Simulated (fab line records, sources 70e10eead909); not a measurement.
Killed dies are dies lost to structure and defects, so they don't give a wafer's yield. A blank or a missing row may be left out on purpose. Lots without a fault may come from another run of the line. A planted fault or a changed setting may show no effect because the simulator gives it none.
Which tool did it? | flow nand_harc | 23 lots, 69 wafers sampled, at 6 steps of a route of 1302

WHAT THE GAUGES READ, wafer by wafer
NHARC_P_M2_INSPECT_11.
lot  | measured     | on                | raw_defect_count
L074 | day 6 03:43  | defect_inspect-02 | 6 4 2
L075 | day 7 01:37  | defect_inspect-01 | 8 3 5
L076 | day 7 09:53  | defect_inspect-02 | 5 2 3
L077 | day 7 16:36  | defect_inspect-01 | 2 6 3
L078 | day 8 05:28  | defect_inspect-01 | 3 7 1
L079 | day 8 15:52  | defect_inspect-02 | 6 4 2
L080 | day 8 18:04  | defect_inspect-02 | 5 5 2
L081 | day 9 07:23  | defect_inspect-02 | 4 7 3
L082 | day 9 17:07  | defect_inspect-02 | 4 5 2
L083 | day 10 06:16 | defect_inspect-02 | 3 7 2
L084 | day 10 16:54 | defect_inspect-01 | 2 3 6
L086 | day 11 05:44 | defect_inspect-02 | 3 6 1
L087 | day 11 19:47 | defect_inspect-01 | 14 13 4
L088 | day 12 18:17 | defect_inspect-02 | 2 2 5
L089 | day 12 19:16 | defect_inspect-01 | 6 2 3
L090 | day 13 12:37 | defect_inspect-02 | 8 12 10
L091 | day 13 18:19 | defect_inspect-02 | 4 5 11
L092 | day 13 19:01 | defect_inspect-02 | 4 13 7
L093 | day 14 12:43 | defect_inspect-02 | 4 10 6
L094 | day 14 13:10 | defect_inspect-01 | 1 3 8
L095 | day 14 22:56 | defect_inspect-01 | 7 8 5
L096 | day 15 09:14 | defect_inspect-02 | 4 2 3
L097 | day 16 04:10 | defect_inspect-01 | 3 3 2

WHICH TOOL RAN EACH LOT (tool, then ch and the chambers of the sampled wafers, then the start)
lot  | NHARC_P_CONTACT_ETCH_31                       | NHARC_P_CONTACT_STRIP_28           | NHARC_P_M0_DESCUM_14               | NHARC_P_M1_STRIP_18                | NHARC_P_M1_PVD_21
L074 | rie_diel-01 ch 0,2, day 5 16:19 or earlier    | rie_diel-01 ch 0,2,3, day 5 16:19  | rie_diel-02 ch 0,2,3, day 5 19:34  | rie_diel-08 ch 1,3, day 6 00:02    | pvd_sputter-03, day 6 03:43 or earlier
L075 | rie_diel-01 ch 1,2,3, day 6 14:20 or earlier  | rie_diel-12 ch 0,1,3, day 6 14:20  | rie_diel-09 ch 1,2,3, day 6 17:33  | rie_diel-13 ch 0,1,3, day 6 22:00  | pvd_sputter-01, day 7 01:37 or earlier
L076 | rie_diel-12 ch 0,2,3, day 6 22:17 or earlier  | rie_diel-01 ch 0,3, day 6 22:17    | rie_diel-06 ch 0,1,3, day 7 01:31  | rie_diel-08 ch 0,2,3, day 7 06:04  | pvd_sputter-01, day 7 09:53 or earlier
L077 | rie_diel-05 ch 1,2,3, day 7 05:03 or earlier  | rie_diel-01 ch 0,2, day 7 05:03    | rie_diel-06 ch 0,1,2, day 7 08:08  | rie_diel-08 ch 0,2, day 7 12:39    | pvd_sputter-01, day 7 16:36 or earlier
L078 | rie_diel-12 ch 0,1,3, day 7 17:25 or earlier  | rie_diel-01 ch 0,2,3, day 7 17:25  | rie_diel-06 ch 1,2,3, day 7 20:40  | rie_diel-07 ch 1,2,3, day 8 01:05  | pvd_sputter-03, day 8 05:28 or earlier
L079 | rie_diel-01 ch 0,2,3, day 8 03:49 or earlier  | rie_diel-12 ch 0,1, day 8 03:49    | rie_diel-06 ch 1,2, day 8 07:00    | rie_diel-13 ch 0,1,3, day 8 12:12  | pvd_sputter-02, day 8 15:52 or earlier
L080 | rie_diel-01 ch 0,3, day 8 06:33 or earlier    | rie_diel-12 ch 0,2, day 8 06:33    | rie_diel-06 ch 1,2,3, day 8 09:46  | rie_diel-13 ch 1,2, day 8 14:22    | pvd_sputter-01, day 8 18:04 or earlier
L081 | rie_diel-01 ch 0,1,3, day 8 18:57 or earlier  | rie_diel-12 ch 2,3, day 8 18:57    | rie_diel-06 ch 0,2,3, day 8 23:06  | rie_diel-13 ch 1,2, day 9 03:40    | pvd_sputter-01, day 9 07:23 or earlier
L082 | rie_diel-05 ch 0,1, day 9 05:52 or earlier    | rie_diel-12 ch 1,2,3, day 9 05:52  | rie_diel-06 ch 0,2,3, day 9 09:03  | rie_diel-13 ch 0,1,2, day 9 13:35  | pvd_sputter-02, day 9 17:07 or earlier
L083 | rie_diel-05 ch 0,1,2, day 9 18:48 or earlier  | rie_diel-12 ch 2,3, day 9 18:48    | rie_diel-06 ch 0,3, day 9 22:05    | rie_diel-08 ch 0,2,3, day 10 02:42 | pvd_sputter-03, day 10 06:16 or earlier
L084 | rie_diel-05 ch 1, day 10 05:11                | rie_diel-05 ch 1,2, day 10 05:27   | rie_diel-06 ch 0,1, day 10 08:37   | rie_diel-08 ch 1,2, day 10 13:10   | pvd_sputter-02, day 10 16:54 or earlier
L086 | rie_diel-12 ch 0,1,3, day 10 18:19 or earlier | rie_diel-01 ch 1,2,3, day 10 18:19 | rie_diel-09 ch 0,2,3, day 10 21:25 | rie_diel-08 ch 0,2,3, day 11 01:53 | pvd_sputter-02, day 11 05:44 or earlier
L087 | rie_diel-05 ch 0,2, day 11 08:05 or earlier   | rie_diel-12 ch 1,2,3, day 11 08:05 | rie_diel-02 ch 1,2,3, day 11 11:19 | rie_diel-13 ch 0,1,2, day 11 15:56 | pvd_sputter-02, day 11 19:47 or earlier
L088 | rie_diel-05 ch 2,3, day 12 06:37 or earlier   | rie_diel-05 ch 1,2,3, day 12 06:37 | rie_diel-09 ch 1,3, day 12 10:00   | rie_diel-07 ch 0,2,3, day 12 14:30 | pvd_sputter-03, day 12 18:17 or earlier
L089 | rie_diel-01 ch 1,2,3, day 12 07:02 or earlier | rie_diel-05 ch 0,1,3, day 12 07:02 | rie_diel-02 ch 0,1, day 12 10:37   | rie_diel-13 ch 0,1, day 12 15:34   | pvd_sputter-02, day 12 19:16 or earlier
L090 | rie_diel-12 ch 0,1,2, day 13 00:29 or earlier | rie_diel-01 ch 0,1,3, day 13 00:29 | rie_diel-09 ch 0,1,2, day 13 03:43 | rie_diel-13 ch 0,2,3, day 13 08:52 | pvd_sputter-02, day 13 12:37 or earlier
L091 | rie_diel-12 ch 0,1,2, day 13 07:05 or earlier | rie_diel-05 ch 2,3, day 13 07:05   | rie_diel-06 ch 1,2, day 13 10:11   | rie_diel-13 ch 0,1,3, day 13 14:41 | pvd_sputter-01, day 13 18:19 or earlier
L092 | rie_diel-01 ch 0,1, day 13 07:10 or earlier   | rie_diel-12 ch 0,1,2, day 13 07:10 | rie_diel-02 ch 0,2,3, day 13 10:53 | rie_diel-07 ch 0,3, day 13 15:16   | pvd_sputter-03, day 13 19:01 or earlier
L093 | rie_diel-12 ch 1,2,3, day 14 01:02 or earlier | rie_diel-01 ch 1,3, day 14 01:02   | rie_diel-06 ch 0,3, day 14 04:19   | rie_diel-07 ch 0,1,3, day 14 09:04 | pvd_sputter-01, day 14 12:43 or earlier
L094 | rie_diel-05 ch 1,2,3, day 14 01:44 or earlier | rie_diel-12 ch 1,2, day 14 01:44   | rie_diel-02 ch 1,2, day 14 04:58   | rie_diel-13 ch 1,2,3, day 14 09:29 | pvd_sputter-02, day 14 13:10 or earlier
L095 | rie_diel-12 ch 0,1,3, day 14 11:49 or earlier | rie_diel-01 ch 1,2,3, day 14 11:49 | rie_diel-06 ch 0,2,3, day 14 15:01 | rie_diel-07 ch 0,1,3, day 14 19:23 | pvd_sputter-02, day 14 22:56 or earlier
L096 | rie_diel-05 ch 0,1,3, day 14 21:50 or earlier | rie_diel-05 ch 0,1,3, day 14 21:50 | rie_diel-02 ch 2,3, day 15 01:05   | rie_diel-07 ch 0,1,3, day 15 05:32 | pvd_sputter-02, day 15 09:14 or earlier
L097 | rie_diel-12 ch 0,2,3, day 15 16:35 or earlier | rie_diel-12 ch 0,1,3, day 15 16:35 | rie_diel-06 ch 0,2,3, day 15 19:49 | rie_diel-13 ch 0,1,2, day 16 00:26 | pvd_sputter-01, day 16 04:10 or earlier
- NHARC_P_CONTACT_ETCH_31: etches the open film in CH3F/O2, target depth 30 nm, time 85.7 s.
- NHARC_P_CONTACT_STRIP_28: strips in O2.
- NHARC_P_M0_DESCUM_14: chemistry O2, time 3 s.
- NHARC_P_M1_STRIP_18: strips in N2/H2.
- NHARC_P_M1_PVD_21: deposits Cu, target thk 30 nm, time 20.49 s.

WHAT THE TOOLS THEMSELVES READ (means of the sampled wafers that have a number; where no wafer has one, the mark that the record gives instead)
NHARC_P_CONTACT_ETCH_31.
lot  | tool        | drypump_motor_current_A (A) | oes_product_au (a.u.) | rf_vpp_V (V) | showerhead_plenum_p_Torr (Torr) | throttle_valve_pct (%)
L074 | rie_diel-01 | 6.2                         | 0.957                 | 243.8        | 2.41                            | 20.670
L075 | rie_diel-01 | 6.0                         | 0.957                 | 241.6        | 2.34                            | 20.663
L076 | rie_diel-12 | 5.7                         | 0.992                 | 243.6        | 2.45                            | 20.666
L077 | rie_diel-05 | 5.9                         | 0.982                 | 244.7        | 2.49                            | 20.662
L078 | rie_diel-12 | 5.8                         | 0.977                 | 244.4        | 2.55                            | 20.656
L079 | rie_diel-01 | 6.1                         | 0.979                 | 243.4        | 2.36                            | 20.657
L080 | rie_diel-01 | 6.0                         | 0.965                 | 243.4        | 2.39                            | 20.656
L081 | rie_diel-01 | 5.9                         | 0.955                 | 242.8        | 2.36                            | 20.664
L082 | rie_diel-05 | 6.0                         | 0.955                 | 243.9        | 2.37                            | 20.664
L083 | rie_diel-05 | 5.9                         | 0.972                 | 244.4        | 2.45                            | 20.662
L084 | rie_diel-05 | 6.0                         | 0.983                 | 244.6        | 2.48                            | 20.657
L086 | rie_diel-12 | 5.8                         | 0.997                 | 245.5        | 2.55                            | 20.667
L087 | rie_diel-05 | 5.9                         | 0.990                 | 243.0        | 2.39                            | 20.661
L088 | rie_diel-05 | 5.8                         | 1.010                 | 244.1        | 2.47                            | 20.660
L089 | rie_diel-01 | 6.0                         | 0.990                 | 242.5        | 2.34                            | 20.665
L090 | rie_diel-12 | 5.6                         | 0.979                 | 243.7        | 2.44                            | 20.660
L091 | rie_diel-12 | 5.6                         | 0.988                 | 243.5        | 2.44                            | 20.658
L092 | rie_diel-01 | 5.9                         | 0.977                 | 243.2        | 2.37                            | 20.662
L093 | rie_diel-12 | 5.5                         | 0.978                 | 245.7        | 2.53                            | 20.670
L094 | rie_diel-05 | 5.9                         | 0.987                 | 244.9        | 2.48                            | 20.664
L095 | rie_diel-12 | 5.8                         | 0.978                 | 245.7        | 2.55                            | 20.664
L096 | rie_diel-05 | 5.9                         | 0.984                 | 244.0        | 2.41                            | 20.659
L097 | rie_diel-12 | 5.7                         | 0.954                 | 244.2        | 2.45                            | 20.657

NHARC_P_CONTACT_STRIP_28.
lot  | tool        | drypump_motor_current_A (A) | oes_product_au (a.u.) | rf_vpp_V (V) | showerhead_plenum_p_Torr (Torr) | throttle_valve_pct (%)
L074 | rie_diel-01 | 6.1                         | 0.994                 | 57.0         | 3.40                            | 17.042
L075 | rie_diel-12 | 5.8                         | 1.007                 | 58.5         | 3.66                            | 17.040
L076 | rie_diel-01 | 6.0                         | 0.995                 | 57.0         | 3.43                            | 17.030
L077 | rie_diel-01 | 6.3                         | 0.990                 | 57.2         | 3.42                            | 17.036
L078 | rie_diel-01 | 6.1                         | 1.001                 | 57.2         | 3.40                            | 17.037
L079 | rie_diel-12 | 6.0                         | 1.004                 | 58.2         | 3.54                            | 17.040
L080 | rie_diel-12 | 5.5                         | 1.005                 | 58.6         | 3.37                            | 17.036
L081 | rie_diel-12 | 5.4                         | 1.009                 | 57.4         | 3.49                            | 17.035
L082 | rie_diel-12 | 5.5                         | 0.996                 | 58.8         | 3.62                            | 17.029
L083 | rie_diel-12 | 5.5                         | 1.009                 | 57.9         | 3.64                            | 17.034
L084 | rie_diel-05 | 5.9                         | 1.001                 | 56.9         | 3.61                            | 17.042
L086 | rie_diel-01 | 6.0                         | 1.009                 | 56.7         | 3.36                            | 17.044
L087 | rie_diel-12 | 5.5                         | 1.002                 | 57.7         | 3.62                            | 17.035
L088 | rie_diel-05 | 5.9                         | 1.022                 | 57.8         | 3.56                            | 17.036
L089 | rie_diel-05 | 5.9                         | 1.013                 | 57.6         | 3.46                            | 17.041
L090 | rie_diel-01 | 5.9                         | 0.999                 | 57.8         | 3.39                            | 17.031
L091 | rie_diel-05 | 5.8                         | 1.032                 | 57.4         | 3.59                            | 17.032
L092 | rie_diel-12 | 5.7                         | 1.003                 | 57.3         | 3.51                            | 17.034
L093 | rie_diel-01 | 5.8                         | 1.006                 | 57.1         | 3.34                            | 17.040
L094 | rie_diel-12 | 5.3                         | 1.004                 | 57.8         | 3.47                            | 17.030
L095 | rie_diel-01 | 6.0                         | 1.010                 | 57.5         | 3.36                            | 17.034
L096 | rie_diel-05 | 5.9                         | 1.004                 | 56.9         | 3.46                            | 17.038
L097 | rie_diel-12 | 5.8                         | 0.985                 | 59.4         | 3.65                            | 17.039

NHARC_P_M0_DESCUM_14.
lot  | tool        | drypump_motor_current_A (A) | oes_product_au (a.u.) | rf_vpp_V (V) | showerhead_plenum_p_Torr (Torr) | throttle_valve_pct (%)
L074 | rie_diel-02 | 6.1                         | 1.001                 | 57.6         | 1.91                            | 11.312
L075 | rie_diel-09 | 5.8                         | 1.006                 | 56.4         | 1.88                            | 11.308
L076 | rie_diel-06 | 5.4                         | 0.999                 | 58.1         | 1.83                            | 11.314
L077 | rie_diel-06 | 5.6                         | 0.995                 | 57.3         | 1.84                            | 11.310
L078 | rie_diel-06 | 5.3                         | 0.991                 | 57.0         | 1.87                            | 11.308
L079 | rie_diel-06 | 5.6                         | 0.984                 | 58.1         | 1.89                            | 11.308
L080 | rie_diel-06 | 5.4                         | 1.001                 | 57.2         | 1.87                            | 11.313
L081 | rie_diel-06 | 5.5                         | 1.001                 | 57.7         | 1.85                            | 11.308
L082 | rie_diel-06 | 5.5                         | 0.996                 | 57.2         | 1.85                            | 11.305
L083 | rie_diel-06 | 5.3                         | 1.008                 | 57.2         | 1.83                            | 11.312
L084 | rie_diel-06 | 5.6                         | 0.999                 | 56.7         | 1.80                            | 11.311
L086 | rie_diel-09 | 5.6                         | 1.010                 | 58.9         | 1.90                            | 11.306
L087 | rie_diel-02 | 6.2                         | 1.013                 | 58.5         | 1.95                            | 11.313
L088 | rie_diel-09 | 5.9                         | 1.009                 | 57.9         | 1.97                            | 11.316
L089 | rie_diel-02 | 6.0                         | 0.997                 | 57.9         | 1.97                            | 11.311
L090 | rie_diel-09 | 5.4                         | 1.006                 | 57.6         | 1.98                            | 11.317
L091 | rie_diel-06 | 5.4                         | 0.998                 | 57.8         | 1.86                            | 11.318
L092 | rie_diel-02 | 6.1                         | 1.011                 | 58.4         | 1.99                            | 11.309
L093 | rie_diel-06 | 5.6                         | 1.016                 | 56.6         | 1.80                            | 11.312
L094 | rie_diel-02 | 6.1                         | 1.008                 | 58.4         | 1.90                            | 11.309
L095 | rie_diel-06 | 5.6                         | 1.018                 | 57.6         | 1.84                            | 11.304
L096 | rie_diel-02 | 6.2                         | 1.022                 | 57.5         | 1.93                            | 11.307
L097 | rie_diel-06 | 5.6                         | 1.017                 | 57.7         | 1.84                            | 11.306

NHARC_P_M1_STRIP_18.
lot  | tool        | drypump_motor_current_A (A) | oes_product_au (a.u.) | rf_vpp_V (V) | showerhead_plenum_p_Torr (Torr) | throttle_valve_pct (%)
L074 | rie_diel-08 | 6.2                         | 1.008                 | 90.3         | 1.98                            | 14.171
L075 | rie_diel-13 | 5.7                         | 1.005                 | 90.7         | 2.04                            | 14.175
L076 | rie_diel-08 | 5.5                         | 0.993                 | 90.6         | 1.95                            | 14.178
L077 | rie_diel-08 | 5.1                         | 0.994                 | 89.8         | 1.94                            | 14.168
L078 | rie_diel-07 | 5.5                         | 1.006                 | 90.3         | 2.04                            | 14.171
L079 | rie_diel-13 | 5.7                         | 0.999                 | 90.5         | 2.04                            | 14.175
L080 | rie_diel-13 | 6.1                         | 0.995                 | 90.0         | 1.99                            | 14.178
L081 | rie_diel-13 | 5.7                         | 0.976                 | 90.3         | 1.98                            | 14.169
L082 | rie_diel-13 | 5.8                         | 0.991                 | 90.8         | 2.02                            | 14.179
L083 | rie_diel-08 | 5.5                         | 1.006                 | 89.4         | 1.94                            | 14.176
L084 | rie_diel-08 | 5.7                         | 1.007                 | 90.2         | 2.02                            | 14.170
L086 | rie_diel-08 | 5.5                         | 1.008                 | 91.2         | 1.94                            | 14.168
L087 | rie_diel-13 | 5.7                         | 0.983                 | 90.0         | 2.02                            | 14.166
L088 | rie_diel-07 | 5.8                         | 1.012                 | 90.7         | 2.01                            | 14.167
L089 | rie_diel-13 | 5.8                         | 0.996                 | 91.9         | 2.06                            | 14.169
L090 | rie_diel-13 | 5.3                         | 0.987                 | 91.3         | 2.03                            | 14.173
L091 | rie_diel-13 | 5.7                         | 0.993                 | 90.4         | 2.03                            | 14.173
L092 | rie_diel-07 | 5.5                         | 1.015                 | 91.0         | 2.02                            | 14.177
L093 | rie_diel-07 | 5.6                         | 1.011                 | 90.2         | 2.02                            | 14.169
L094 | rie_diel-13 | 5.6                         | 0.976                 | 89.2         | 2.00                            | 14.168
L095 | rie_diel-07 | 5.5                         | 1.009                 | 90.2         | 2.02                            | 14.169
L096 | rie_diel-07 | 5.5                         | 1.011                 | 90.2         | 2.01                            | 14.166
L097 | rie_diel-13 | 5.8                         | 1.001                 | 91.5         | 2.02                            | 14.166

NHARC_P_M1_PVD_21.
lot  | tool           | throttle_valve_pct (%)
L074 | pvd_sputter-03 | 28.9
L075 | pvd_sputter-01 | 30.3
L076 | pvd_sputter-01 | 29.9
L077 | pvd_sputter-01 | 30.8
L078 | pvd_sputter-03 | 29.5
L079 | pvd_sputter-02 | 31.0
L080 | pvd_sputter-01 | 30.5
L081 | pvd_sputter-01 | 30.2
L082 | pvd_sputter-02 | 31.7
L083 | pvd_sputter-03 | 29.5
L084 | pvd_sputter-02 | 30.8
L086 | pvd_sputter-02 | 31.1
L087 | pvd_sputter-02 | 30.3
L088 | pvd_sputter-03 | 29.6
L089 | pvd_sputter-02 | 30.5
L090 | pvd_sputter-02 | 31.2
L091 | pvd_sputter-01 | 30.6
L092 | pvd_sputter-03 | 29.2
L093 | pvd_sputter-01 | 29.9
L094 | pvd_sputter-02 | 31.8
L095 | pvd_sputter-02 | 31.5
L096 | pvd_sputter-02 | 31.0
L097 | pvd_sputter-01 | 30.7

THE ANSWER, worked out from the rows above alone
Rule: what is usual is taken from the lots themselves. Put in order of their means at a reading, lots are off if they are a third of the lots or fewer, leave a main group of 4 or more, and stand apart from it by a gap of 3 or more times the standard deviation of the main group's means; of several such gaps the widest counts. A main group whose means are all the same, to the digits that the tables above print for the reading, isn't used. A lot without any number at a reading at which 4 lots or more have one is off too. The other lots that the step has rows for count as sound. The gauges are gone through in route order, then the tools' own readings, and for those a lot's mean is taken as printed above. The first step at which some lot is off is used, and at that step the reading that is off furthest; a lot without a number counts as furthest.
No lot is off at any reading shown: from this, nothing can be told.

WHAT THE SIMULATOR HAD PUT IN
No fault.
